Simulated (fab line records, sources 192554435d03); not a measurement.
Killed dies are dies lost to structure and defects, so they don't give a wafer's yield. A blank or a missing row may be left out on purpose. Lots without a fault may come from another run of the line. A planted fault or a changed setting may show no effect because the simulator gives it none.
Chamber matching | flow n5_finfet | N5_BEOL_M3_VIA_ETCH_34 on rie_diel-02: 4 sister chambers
The step etches the open film in C4F6/O2, target depth 69.4 nm, time 65.9 s. 16 wafers are shown with their chamber, then 8 later ones without.

WAFERS WITH THEIR CHAMBER
wafer  | chamber | rf_vpp_V (V) | showerhead_plenum_p_Torr (Torr) | throttle_valve_pct (%)
L074.1 | 0       | 675          | 2.89                            | 30.4
L074.2 | 3       | 641          | 2.80                            | 30.9
L074.4 | 2       | 688          | 2.89                            | 30.4
L077.4 | 1       | 657          | 2.85                            | 30.9
L077.5 | 0       | 675          | 2.88                            | 30.5
L077.6 | 1       | 658          | 2.85                            | 30.9
L080.2 | 2       | 688          | 2.88                            | 30.4
L080.3 | 0       | 674          | 2.88                            | 30.5
L080.6 | 3       | 642          | 2.79                            | 30.9
L082.1 | 0       | 676          | 2.88                            | 30.5
L082.3 | 1       | 658          | 2.85                            | 30.9
L082.4 | 0       | 674          | 2.88                            | 30.5
L087.3 | 3       | 640          | 2.78                            | 30.9
L087.5 | 3       | 642          | 2.78                            | 30.9
L087.6 | 2       | 688          | 2.88                            | 30.2
L086.2 | 0       | 674          | 2.87                            | 30.5

SIGNATURES (means of the wafers above)
reading                  | chamber 0 | chamber 1 | chamber 2 | chamber 3 | scatter within a chamber
rf_vpp_V                 | 674.67    | 657.67    | 688.00    | 641.25    | 0.75
showerhead_plenum_p_Torr | 2.8800    | 2.8500    | 2.8833    | 2.7875    | 0.00672
throttle_valve_pct       | 30.483    | 30.900    | 30.333    | 30.900    | 0.054
Rule: a wafer's distance from a chamber is the root of the sum, over the readings, of the square of ((its reading less the chamber's mean) divided by the reading's scatter). The wafer belongs to the nearest chamber; if the next one is less than 2 further off, it can't be placed. The scatter: the root of (the sum of the squares of (reading less its chamber's mean) over the shown wafers, divided by (wafers less chambers)).

WAFERS WITHOUT THEIR CHAMBER
wafer  | rf_vpp_V (V) | showerhead_plenum_p_Torr (Torr) | throttle_valve_pct (%)
L086.4 | 640          | 2.78                            | 31.0
L086.6 | 658          | 2.84                            | 30.9
L092.1 | 657          | 2.84                            | 30.9
L092.4 | 675          | 2.87                            | 30.5
L092.6 | 686          | 2.87                            | 30.2
L096.4 | 659          | 2.84                            | 31.0
L096.5 | 675          | 2.87                            | 30.5
L096.6 | 641          | 2.78                            | 30.7

WHICH CHAMBER EACH WENT THROUGH
wafer  | from the rows above | in truth
L086.4 | 3                   | 3
L086.6 | 1                   | 1
L092.1 | 1                   | 1
L092.4 | 0                   | 0
L092.6 | 2                   | 2
L096.4 | 1                   | 1
L096.5 | 0                   | 0
L096.6 | 3                   | 3
Placed correctly: 8 of 8. Can't be placed from these rows: 0. Placed wrongly: 0.
